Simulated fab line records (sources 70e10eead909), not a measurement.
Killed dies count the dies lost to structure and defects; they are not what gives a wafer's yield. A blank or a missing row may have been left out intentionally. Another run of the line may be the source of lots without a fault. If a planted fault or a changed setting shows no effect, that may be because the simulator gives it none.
A lot that was struck, set against a sound lot	flow nand-harc	14 out of 1302 route steps
Sound: these wafers, L404.1, L404.2, L404.4. Struck: wafers L415.1, L415.2, L415.6. At the end, the cause is stated.
Order at every step that has rows: each side's tool, ch and its chambers, its first start. Under that, the readings that differ: sound wafers	struck wafers	difference of the means	sigmas: that difference in standard deviations of wafers without a fault.
alike: same words and numbers on both sides, and readings whose means sit less than 2 such deviations apart. not compared: any withheld reading, any reading some wafer has no value for, any bound like >300 that may hide the same value, and any number with overlapping values for which the record gives no deviation.
A row with sigmas, a row that says differs or no value, or rows on one side alone: a step with any of these is where the two part. Numbers that have no deviation but don't overlap get no sigmas and don't part them. A reading missing from all wafers of one side parts the sides only when that side holds two or more wafers.

NHARC_A_CONTACT_INSPECT_71:
  sound on defect-inspect-02 at day 23 05:02; struck on defect-inspect-01 at day 26 12:09
  alike: raw-defect-count
NHARC_A_CONTACT_DESCUM_74: chemistry O2, time 3 s.
  sound on rie-diel-03 ch 0,2,3, day 23 05:05; struck on rie-diel-10 ch 2,3, day 26 12:13
  alike: drypump-motor-current-A, oes-product-au, rf-vpp-V, showerhead-plenum-p-Torr, throttle-valve-pct
  not compared: rf-hours-counter-h
then, 2 steps without rows for these wafers: NHARC_A_CONTACT_ETCH_75 (etches the open film in CF4, target depth 39 nm, time 65 s); NHARC_A_CONTACT_ETCH_76 (etches the open film in N2/H2, target depth 260 nm, time 475.3 s).
NHARC_A_CONTACT_ETCH_77: etches the open film in CF4/CHF3, target depth 108.9 nm, time 54.5 s.
  sound: rie-diel-03 ch 0,1,3; struck: rie-diel-10 ch 0,1
  alike: bias-w, cf4-flow-sccm, drypump-motor-current-A, oes-product-au, rf-vpp-V, showerhead-plenum-p-Torr, throttle-valve-pct
  not compared: rf-hours-counter-h
NHARC_A_CONTACT_ETCH_78: etches the open film in O2/COS, target depth 5300 nm, time 1378 s.
  sound: rie-diel-03 ch 1,2,3; struck: rie-diel-10 ch 0,2,3
reading	sound	struck	difference	sigmas
throttle-valve-pct (%)	28.333 28.340 28.335	28.321 28.306 28.331	-0.017	-2
  alike: bias-w, chamber-pressure-mTorr, drypump-motor-current-A, oes-product-au, rf-vpp-V, showerhead-plenum-p-Torr
  not compared: rf-hours-counter-h
then, 3 steps without rows for these wafers: NHARC_A_CONTACT_ETCH_124 (etches the open film in C4F8/O2/Ar, time 140 s, target depth 700 nm); NHARC_A_CONTACT_ETCH_125 (etches the open film in C4F8/O2/Ar, time 197 s, target depth 1918 nm); NHARC_A_CONTACT_ETCH_126 (etches the open film in C4F8/O2/Ar, time 197 s, target depth 1918 nm).
NHARC_A_CONTACT_ETCH_127: etches the open film in C4F8/O2/Ar, time 197 s, target depth 1918 nm.
  sound on har-cap-etch-03 ch 0,1, day 23 07:11; struck on har-cap-etch-01 ch 0,1, day 26 14:19
  alike: chamber-pressure-mTorr, oes-air-line-au
  not compared: rf-hours-counter-h
NHARC_A_CONTACT_ETCH_128: etches the open film in C4F8/O2/Ar, time 197 s, target depth 1918 nm.
  sound on har-cap-etch-03 ch 0,1, day 23 07:21; struck on har-cap-etch-01 ch 0,1, day 26 14:29
  alike: chamber-pressure-mTorr, oes-air-line-au
  not compared: rf-hours-counter-h
then, 1 step without rows for these wafers: NHARC_A_CONTACT_ETCH_129 (etches the open film in C4F8/O2/Ar, time 197 s, target depth 1918 nm).
NHARC_A_CONTACT_ETCH_130: etches the open film in C4F8/O2/Ar, time 197 s, target depth 1918 nm.
  sound on har-cap-etch-03 ch 0,1, day 23 07:43; struck on har-cap-etch-01 ch 0,1, day 26 14:50
  no value came back on the struck wafers for chamber-pressure-mTorr (mTorr), oes-air-line-au (a.u.), time-s (s); on the sound wafers chamber-pressure-mTorr (mTorr) reads 19.982 20.021 19.990
  not compared: rf-hours-counter-h
then, 1 step without rows for these wafers: NHARC_A_CONTACT_ETCH_131 (etches the open film in C4F8/O2/Ar, time 197 s, target depth 1918 nm).

WHERE THEY PART
Last at NHARC_A_CONTACT_ETCH_130 as far as this record goes, first at NHARC_A_CONTACT_ETCH_78.

WHY: the cause the simulator had injected
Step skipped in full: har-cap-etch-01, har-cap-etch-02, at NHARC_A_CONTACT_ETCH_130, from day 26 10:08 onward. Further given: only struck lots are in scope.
